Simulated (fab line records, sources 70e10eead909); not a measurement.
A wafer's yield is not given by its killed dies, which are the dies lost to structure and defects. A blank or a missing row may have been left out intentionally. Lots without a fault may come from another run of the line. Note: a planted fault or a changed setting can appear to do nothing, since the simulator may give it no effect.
Which of the tools did it? | flow nand_harc | 39 wafers from 13 lots sampled at 5 of the route's 1159 steps

== WHAT THE GAUGES READ, wafer by wafer ==
NHARC_A_BONDPAD_OVL_MEAS_35. Usual: overlay_x_nm -1 nm, standard deviation 6.9; overlay_y_nm 0 nm, standard deviation 6.5.
lot  | measured     | on         | overlay_x_nm (nm) | overlay_y_nm (nm) | flag
L112 | day 18 02:06 | overlay-02 | -4 -3 -3          | 4 4 4             |
L110 | day 18 02:43 | overlay-02 | 2 2 2             | 7 7 6             |
L113 | day 18 11:05 | overlay-01 | 7 6 6             | -1 -1 -1          |
L114 | day 19 14:31 | overlay-01 | -11 -11 -11       | 2 2 2             |
L119 | day 19 19:29 | overlay-01 | 3 4 4             | -16 -16 -16       |
L115 | day 20 02:14 | overlay-01 | 0 0 0             | -3 -2 -2          |
L117 | day 20 04:48 | overlay-02 | -5 -5 -6          | 8 8 8             |
L118 | day 20 05:56 | overlay-01 | 4 5 4             | -4 -4 -3          |
L116 | day 20 10:21 | overlay-02 | -4 -3 -3          | -4 -5 -5          |
L121 | day 20 17:24 | overlay-01 | -6 -5 -6          | -1 -1 -1          |
L124 | day 22 03:30 | overlay-02 | -9 -9 -9          | 12 11 11          |
L129 | day 22 17:13 | overlay-02 | -9 -9 -9          | -3 -3 -3          |
L131 | day 24 01:05 | overlay-01 | 4 4 4             | -1 -1 -1          |

NHARC_END_SORT_01. Usual: killed_at_array 26, standard deviation 9.7; killed_at_other 1.0, standard deviation 1.2; killed_at_periphery 3.9, standard deviation 2.6; killed_dies 31, standard deviation 9.7; killed_open 3.2, standard deviation 1.8; killed_short 2.0, standard deviation 1.3.
lot  | measured     | on        | killed_at_array | killed_at_other | killed_at_periphery | killed_dies | killed_open | killed_short | flag
L124 | day 23 21:55 | prober-01 | 111 140 110     | 0 0 0           | 3 2 0               | 114 142 110 | 1 0 3       | 3 2 2        | OFF
L129 | day 24 08:17 | prober-02 | 129 120 101     | 0 4 0           | 4 8 0               | 133 132 101 | 3 2 3       | 1 2 2        | OFF

== WHICH TOOL RAN EACH LOT (tool, then ch and the chambers of the sampled wafers, then the start) ==
lot  | NHARC_A_CONTACT_ETCH_124             | NHARC_A_BONDPAD_CMP_29        | NHARC_A_BONDPAD_ETCH_12
L112 | har_cap_etch-02 ch 0, day 16 20:27   | cmp-04 ch 1,3, day 18 01:10   | rie_diel-11 ch 1,2,3, no start
L110 | har_cap_etch-01 ch 0,1, day 17 00:17 | cmp-04 ch 0,2,3, day 18 01:55 | rie_diel-03 ch 0,1,3, no start
L113 | har_cap_etch-01 ch 0,1, day 17 09:19 | cmp-01 ch 0,1,2, day 18 10:21 | rie_diel-11 ch 0,2, no start
L114 | har_cap_etch-02 ch 0,1, day 18 07:48 | cmp-01 ch 2,3, day 19 13:36   | rie_diel-11 ch 2,3, no start
L119 | har_cap_etch-03 ch 0,1, day 18 14:04 | cmp-01 ch 1,2,3, day 19 18:37 | rie_diel-03 ch 1,3, no start
L115 | har_cap_etch-02 ch 0,1, day 18 20:07 | cmp-01 ch 1,2,3, day 20 01:25 | rie_diel-03 ch 0,1,3, no start
L117 | har_cap_etch-02 ch 0,1, day 19 00:31 | cmp-01 ch 0,2,3, day 20 03:54 | rie_diel-03 ch 0,3, no start
L118 | har_cap_etch-01 ch 0,1, day 19 02:22 | cmp-01 ch 0,2, day 20 05:01   | rie_diel-03 ch 1,2, no start
L116 | har_cap_etch-03 ch 0,1, day 19 06:30 | cmp-03 ch 0,2,3, day 20 09:28 | rie_diel-13 ch 0,2,3, no start
L121 | har_cap_etch-01 ch 0,1, day 19 14:39 | cmp-01 ch 1,2,3, day 20 16:40 | rie_diel-03 ch 0,2, no start
L124 | har_cap_etch-01 ch 0,1, day 20 16:59 | cmp-01 ch 0,1,2, day 22 02:43 | rie_diel-03 ch 0,1,2, day 23 21:55 or earlier
L129 | har_cap_etch-01 ch 0,1, day 21 07:12 | cmp-03 ch 0,1,3, day 22 16:29 | rie_diel-13 ch 2,3, day 24 08:17 or earlier
L131 | har_cap_etch-03 ch 0,1, day 22 16:06 | cmp-03 ch 0,1,2, day 24 00:19 | rie_diel-03 ch 0,1,3, no start
- NHARC_A_CONTACT_ETCH_124: etches the open film in C4F8/O2/Ar, time 140 s, target depth 700 nm.
- NHARC_A_BONDPAD_CMP_29: polishes SiCN, target thk 200 nm.
- NHARC_A_BONDPAD_ETCH_12: etches the open film in CHF3/O2, target depth 220 nm, time 110 s.

== AS READ BY THE TOOLS THEMSELVES (means over the sampled wafers that have a number; for cases with no such wafer, the mark the record gives instead) ==
NHARC_A_BONDPAD_CMP_29. Usual: motor_current_A at 12.2 A, with a standard deviation of 1.4.
lot  | tool   | motor_current_A (A) | flag
L112 | cmp-04 | 12.6                |
L110 | cmp-04 | 12.0                |
L113 | cmp-01 | 12.8                |
L114 | cmp-01 | 12.2                |
L119 | cmp-01 | 13.4                |
L115 | cmp-01 | 13.3                |
L117 | cmp-01 | 12.0                |
L118 | cmp-01 | 11.8                |
L116 | cmp-03 | 11.2                |
L121 | cmp-01 | 13.7                |
L124 | cmp-01 | 12.6                |
L129 | cmp-03 | 11.3                |
L131 | cmp-03 | 11.0                |

NHARC_A_BONDPAD_ETCH_12. Usual: drypump_motor_current_A 5.7 A, standard deviation 0.48; oes_product_au 0.949 a.u., standard deviation 0.026; rf_vpp_V 371.4 V, standard deviation 2.3; showerhead_plenum_p_Torr 2.44 Torr, standard deviation 0.1; throttle_valve_pct 20.572 %, standard deviation 0.0093.
lot  | tool        | drypump_motor_current_A (A) | oes_product_au (a.u.) | rf_vpp_V (V) | showerhead_plenum_p_Torr (Torr) | throttle_valve_pct (%) | flag
L112 | rie_diel-11 | 5.9                         | 0.914                 | 370.0        | 2.36                            | 20.565                 |
L110 | rie_diel-03 | 5.6                         | 0.960                 | 371.8        | 2.45                            | 20.570                 |
L113 | rie_diel-11 | 5.2                         | 0.956                 | 370.9        | 2.40                            | 20.572                 |
L114 | rie_diel-11 | 5.3                         | 0.914                 | 369.4        | 2.33                            | 20.567                 |
L119 | rie_diel-03 | 5.3                         | 0.940                 | 373.8        | 2.52                            | 20.576                 |
L115 | rie_diel-03 | 5.6                         | 0.968                 | 372.1        | 2.45                            | 20.570                 |
L117 | rie_diel-03 | 5.8                         | 0.967                 | 370.8        | 2.38                            | 20.574                 |
L118 | rie_diel-03 | 5.3                         | 0.973                 | 373.8        | 2.49                            | 20.572                 |
L116 | rie_diel-13 | 6.1                         | 0.990                 | 373.5        | 2.54                            | 20.564                 |
L121 | rie_diel-03 | 5.8                         | 0.923                 | 368.6        | 2.35                            | 20.582                 |
L124 | rie_diel-03 | 5.5                         | 0.965                 | 371.9        | 2.42                            | 20.570                 |
L129 | rie_diel-13 | 6.4                         | 0.936                 | 374.3        | 2.55                            | 20.570                 |
L131 | rie_diel-03 | 5.6                         | 0.972                 | 371.6        | 2.45                            | 20.574                 |

== THE ANSWER, worked out from the rows above alone ==
Rule: take the mean of a lot's wafers that have a number; if it is more than 3 standard deviations from the usual mean, the lot is off. A lot without any number at a reading at which 4 lots or more have one is off too. Any other lot the step has rows for is counted as sound. After the gauges, taken in route order, come the tools' own readings; for these a lot's mean is taken, as printed above. The first step at which some lot is off is used, and at that step the reading that is off furthest; a lot without a number counts as furthest.
Off: L124, L129 (NHARC_END_SORT_01, killed_at_array). Neither off nor sound, because the step has no rows for them: L112, L110, L113, L114, L119, L115, L117, L118, L116, L121, L131.
A tool fits if, at a process step before that reading, it ran every lot that is off, and no sound lot after the first of them. Those tools and the gauges at NHARC_END_SORT_01 are tried in the same way. NHARC_A_BONDPAD_ETCH_12 gives no start for some lots, so the hours and the order of its lots are those of NHARC_END_SORT_01. One fits: NHARC_A_CONTACT_ETCH_124 on har_cap_etch-01. It ran no sound lot before its first lot that is off in this sample, so the start can't be narrowed down.

== WHAT WAS PUT IN BY THE SIMULATOR ==
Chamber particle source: har_cap_etch-01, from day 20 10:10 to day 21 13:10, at NHARC_A_CONTACT_ETCH_124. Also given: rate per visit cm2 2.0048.
Struck lots among those shown: L124, L129. The rule above found the same.
